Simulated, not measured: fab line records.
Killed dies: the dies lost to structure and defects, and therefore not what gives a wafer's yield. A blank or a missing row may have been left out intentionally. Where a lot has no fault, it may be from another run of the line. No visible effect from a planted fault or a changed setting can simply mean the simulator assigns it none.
Chamber matching | flow nand harc | ald metal-01 running NHARC_A_WL_FILL_ALD_02: 4 sister chambers
The step deposits TiN, target thk 2 nm, pulse time 3 s, ald cycles 100. 4 wafers are shown with their chamber, then 10 later ones without.

EACH WAFER AND ITS CHAMBER
wafer  | chamber | heater power w (W)
L080.2 | 1       | 1244
L088.3 | 2       | 1123
L092.1 | 3       | 1026
L092.5 | 0       | 1046

WAFERS WHOSE CHAMBER IS MISSING
wafer  | heater power w (W)
L092.6 | 1243
L094.3 | 1035
L094.4 | 1060
L094.6 | 1252
L096.2 | 1022
L096.4 | 1018
L096.5 | 1250
L097.1 | 1072
L097.3 | 1282
L097.6 | 1273

EACH ONE'S CHAMBER
wafer  | from the rows above          | in truth
L092.6 | 1                            | 1
L094.3 | can't be placed: 3 or 0      | 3
L094.4 | can't be placed: 0 or 3      | 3
L094.6 | 1                            | 1
L096.2 | can't be placed: 3 or 0      | 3
L096.4 | can't be placed: 3 or 0      | 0
L096.5 | 1                            | 1
L097.1 | can't be placed: 0 or 3 or 2 | 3
L097.3 | 1                            | 1
L097.6 | 1                            | 1
5 of 10 placed correctly. Not placeable from these rows: 5 (in 5, the candidates include the true chamber). Wrongly placed: 0.
How it was worked out, from the rows above alone: a wafer's distance from a chamber is the root of the sum, over the readings, of the square of ((its reading less the chamber's mean) divided by the reading's scatter). The wafer belongs to the nearest chamber; if the next one is less than 2 further off, it can't be placed. The mean given for a chamber averages the wafers shown for that chamber. The scatter: root of mean squared gap, hidden wafer to nearest shown wafer, with one shown wafer a chamber.
